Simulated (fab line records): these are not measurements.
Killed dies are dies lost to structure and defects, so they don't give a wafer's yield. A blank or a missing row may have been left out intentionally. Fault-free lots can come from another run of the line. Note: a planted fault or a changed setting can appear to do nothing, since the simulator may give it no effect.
Split-lot study	flow n5-finfet	7 lots, 21 wafers read, on a route of 1938 steps

== ON THE SPLIT ==
At N5_MOL_CONTACT_COAG_EXPOSE_37 (exposes mask VD, defocus 0 nm), the setting dose-mj was moved away from the recipe's 62 on 9 of the 21 wafers read, by -7.0% to +3.2%. The other wafers ran this setting at the recipe's value.

== FROM THE SPLIT TO THE READING: what the file shows between them, 8 steps ==
- N5_MOL_CONTACT_COAG_PEB_38: peb time 60 s
- N5_MOL_CONTACT_COAG_DEVELOP_39: develop time 30 s
- N5_MOL_CONTACT_COAG_CD_MEAS_40: target cd 25.1 nm
- N5_MOL_CONTACT_COAG_ALD_133: deposits SiO2, target thk 5 nm, pulse time 1 s, co reactant pulse time 1 s (also split here: ald-cycles)
- N5_MOL_CONTACT_COAG_ETCHBACK_134: etches SiO2 in CHF3, target depth 10 nm, time 6.7 s
- N5_MOL_CONTACT_COAG_ETCH_67: etches SOC in N2/H2, target depth 60 nm, overetch 21 nm, time 101.2 s
- N5_MOL_CONTACT_COAG_PRECLEAN_138: cleans in alkaline clean, time 60 s
- N5_MOL_CONTACT_COAG_SRD_139: time 30 s

== THE READING ==
At N5_MOL_CONTACT_COAG_CD_MEAS_101: cd-nm in nanometres, against a target cd of 16 nm. Typical for fault-free wafers on this fab line: 15.9 nm, with standard deviation 0.35 nm.

wafer	tool, chamber at the split	dose-mj as run	against the recipe	cd-nm, nm	against lot-mates on the recipe
L074.1	euv-scanner-02, 0	62	recipe	15.7	-
L074.3	euv-scanner-02, 0	62	recipe	16.3	-
L074.4	euv-scanner-02, 0	62	recipe	15.9	-
L078.1	euv-scanner-02, 0	63.36	+2.2%	16.4	+0.9
L078.2	euv-scanner-02, 0	63.36	+2.2%	16.5	+1.0
L078.5	euv-scanner-02, 0	62	recipe	15.5	-
L079.1	euv-scanner-01, 0	62	recipe	16.3	-
L079.3	euv-scanner-01, 0	57.93	-6.6%	14.6	-1.5
L079.4	euv-scanner-01, 0	62	recipe	15.9	-
L084.1	euv-scanner-02, 0	62	recipe	15.6	-
L084.2	euv-scanner-02, 0	62	recipe	15.7	-
L084.4	euv-scanner-02, 0	62	recipe	15.7	-
L085.3	euv-scanner-02, 0	62	recipe	16.5	-
L085.4	euv-scanner-02, 0	57.65	-7.0%	14.2	-2.3
L085.5	euv-scanner-02, 0	57.65	-7.0%	14.2	-2.3
L086.1	euv-scanner-01, 0	64.01	+3.2%	16.6	+0.6
L086.3	euv-scanner-01, 0	62	recipe	16.0	-
L086.5	euv-scanner-01, 0	62	recipe	16.0	-
L089.3	euv-scanner-01, 0	60.64	-2.2%	15.0	no lot-mate on the recipe
L089.5	euv-scanner-01, 0	60.64	-2.2%	15.1	no lot-mate on the recipe
L089.6	euv-scanner-01, 0	60.64	-2.2%	15.6	no lot-mate on the recipe

THE FIT
A straight line over all 21 wafers: cd-nm changes by +0.235 nm for each +1% of dose-mj; r = +0.93; the points scatter about the line by 0.27 nm.
The same after taking each lot's own level away (the mean of its wafers on the recipe; 18 wafers): +0.3 nm for each +1%; r = +0.97; scatter 0.23 nm.
The reading moves by 2.1 nm for the largest change in dose-mj, on that fit.
From 15.50 to 16.50 nm: that is the span of the lots' own levels, equal to 2.9 times the standard deviation above.
Thus the slope moves with the lot-to-lot level: the two fits are different.
Check: for one of the wafers moved furthest among these (-7.0%), held out of the fit, the line's prediction against its lot-mates is -1.99 nm. It came out at -2.3 nm against them.

== FURTHER SPLITS ON THESE WAFERS ==
Other splits were also applied to these wafers ahead of the reading. Each is held against what the fit with the lots' levels taken away leaves over:
other split on the same wafers	wafers away from the commonest value	r with cd-nm (lot level and that fit taken away)
N5_MOL_CONTACT_COAG_COAT_78 spin-rpm	10	+0.20
N5_MOL_CONTACT_COAG_ALD_133 ald-cycles	6	-0.22

== THE WHOLE CHAIN: every reading that the file lists as answering this split, in the file's order ==
step	what it does	reading	change (the file's fit)	r (the file's)
N5_MOL_CONTACT_COAG_CD_MEAS_40	target cd 25.1 nm	cd-nm	+0.202 nm for each +1% of the setting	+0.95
N5_MOL_CONTACT_COAG_CD_MEAS_101	target cd 16 nm	cd-nm	+0.275 nm for each +1% of the setting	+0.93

== THE FILE'S OWN FIT ==
cd-nm changes by +0.275 nm for each +1% of dose-mj, r = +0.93.
